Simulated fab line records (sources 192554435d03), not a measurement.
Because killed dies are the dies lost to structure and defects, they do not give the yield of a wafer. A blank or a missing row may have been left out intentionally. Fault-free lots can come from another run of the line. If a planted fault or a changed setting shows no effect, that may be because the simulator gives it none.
Struck lot and sound lot, side by side    flow n5Finfet    18 steps out of a route of 1938
Sound: wafers L358.2, L358.4, L358.5. Struck: wafer L361.6 (left out: L361.3, a lot-mate that was not struck); the cause follows at the end.
Each step with rows lists, per side, the tool, then ch with its chambers, then its first start. Under that, the readings that differ: sound wafers    struck wafers    difference of the means    sigmas: that difference in standard deviations of wafers without a fault.
alike: a reading whose means differ by less than 2 such deviations, as well as words and numbers matching on both sides. not compared: withheld readings; readings where some wafer has no value; bounds like >300 that might hide an equal value; numbers whose values overlap and for which the record gives no deviation.
Wherever a step has rows on one side only, a row that says differs or no value, or a row with sigmas, the two part there. Numbers that have no deviation but don't overlap get no sigmas and don't part them. A reading that every wafer of one side lacks parts them only if that side has two wafers or more.

first, 6 steps without rows for these wafers: N5_BEOL_M6_COAT_22 (resist thk 30 nm); N5_BEOL_M6_EBR_24; N5_BEOL_M6_SOFTBAKE_23 (time 60 s); N5_BEOL_M6_EXPOSE_25 (exposes mask V5, target cd 40 nm); N5_BEOL_M6_PEB_26 (peb time 60 s); N5_BEOL_M6_DEVELOP_27 (develop time 30 s).
N5_BEOL_M6_CD_MEAS_28 targets a cd of 40 nm.
  sound on cdSem-03 ch 0, day 9 19:55; struck on cdSem-03 ch 0, day 10 14:41
  alike: cdNm
N5_BEOL_M6_OVL_MEAS_29:
  sound on overlay-02 ch 0, day 9 19:57; struck on overlay-01 ch 0, day 10 14:43
  alike: V5_OVL
N5_BEOL_M6_INSPECT_30: inspects for defects (brightfield).
  sound on defectInspect-01, day 9 20:01; struck on defectInspect-01, day 10 14:46
  alike: rawDefectCount
N5_BEOL_M6_DESCUM_33: chemistry O2, time 7 s.
  sound on rieDiel-03 ch 0,2, day 9 20:02; struck on rieDiel-03 ch 1, day 10 14:48
  alike: biasPowerW, drypumpMotorCurrentA, oesProductAu, rfVppV, showerheadPlenumPTorr, throttleValvePct
  not compared: rfHoursCounterH
N5_BEOL_M6_ETCH_72: etches underlayer in N2/H2, target depth 6.5 nm, time 5.2 s.
  sound on rieDiel-03 ch 0,2, day 9 20:05; struck on rieDiel-03 ch 1, day 10 14:50
reading               sound              struck  difference  sigmas
throttleValvePct (%)  17.66 17.49 17.67  18.10   +0.49       +2
  alike: biasW, drypumpMotorCurrentA, etchRfOnTimeS, oesProductAu, rfVppV, showerheadPlenumPTorr
  not compared: rfHoursCounterH
N5_BEOL_M6_ETCH_65: etches SiARC in CF4, target depth 15.6 nm, time 26 s.
  sound on rieDiel-03 ch 0,2, day 9 20:05; struck on rieDiel-03 ch 1, day 10 14:51
  alike: biasW, drypumpMotorCurrentA, etchRfOnTimeS, oesProductAu, rfVppV, showerheadPlenumPTorr, throttleValvePct
  not compared: rfHoursCounterH
N5_BEOL_M6_ETCH_66: etches SOC in N2/H2, target depth 80 nm, overetch 16 nm, time 120 s.
  sound on rieDiel-03 ch 0,2, day 9 20:07; struck on rieDiel-03 ch 1, day 10 14:53
reading                                    sound              struck  difference  sigmas
throttleValvePct (%)                       17.63 17.42 17.61  18.02   +0.47       +2
model.SiARC_of_BEOL_M6_COAT_64.thkNm (nm)  6.8 6.4 6.8        7       +0          
  alike: biasW, drypumpMotorCurrentA, oesProductAu, rfVppV, showerheadPlenumPTorr
  not compared: rfHoursCounterH, model.BEOL_M6.cdNm
then, 2 steps without rows for these wafers: N5_BEOL_M6_STRIP_69 (strips in N2/H2); N5_BEOL_M6_STRIP_73 (strips in N2/H2).
N5_BEOL_M6_VIA_ETCH_34: etches SiCOH lowk in C4F6/O2, target depth 126.3 nm, time 50.9 s.
  sound on rieDiel-03 ch 0,2, day 9 20:13; struck on rieDiel-03 ch 1, day 10 14:59
  alike: biasW, drypumpMotorCurrentA, oesProductAu, rfVppV, showerheadPlenumPTorr, throttleValvePct
  not compared: rfHoursCounterH, model.BEOL_M6.cdNm
then, 1 step without rows for these wafers: N5_BEOL_M6_STRIP_76 (strips in C4F6/O2).
-- record jumps: 3 days separate the struck wafers' starts on either side; left off in module BEOL_M6, taken up again in module PASSIVATION, whose first shown step is the route's number 1936 --
N5_PASSIVATION_PROBE_49:
  sound on prober-01, day 13 13:05; struck on prober-01, day 14 01:41
reading     sound        struck  difference  sigmas
killedOpen  117 100 102  76      -30         -2
  alike: defectLimitedYield, killed_at_M0_to_M3, killed_at_M4_up, killedAtContacts, killedAtFrontEnd, killedAtOther, killedDies, killedShort, sort_bin_5_function, sort_bin_6_memory, sortNPass, sortYieldPct

== WHERE THEY PART ==
Last at N5_PASSIVATION_PROBE_49 as far as this record goes, first at N5_BEOL_M6_ETCH_72.

WHY: whatever the simulator had introduced
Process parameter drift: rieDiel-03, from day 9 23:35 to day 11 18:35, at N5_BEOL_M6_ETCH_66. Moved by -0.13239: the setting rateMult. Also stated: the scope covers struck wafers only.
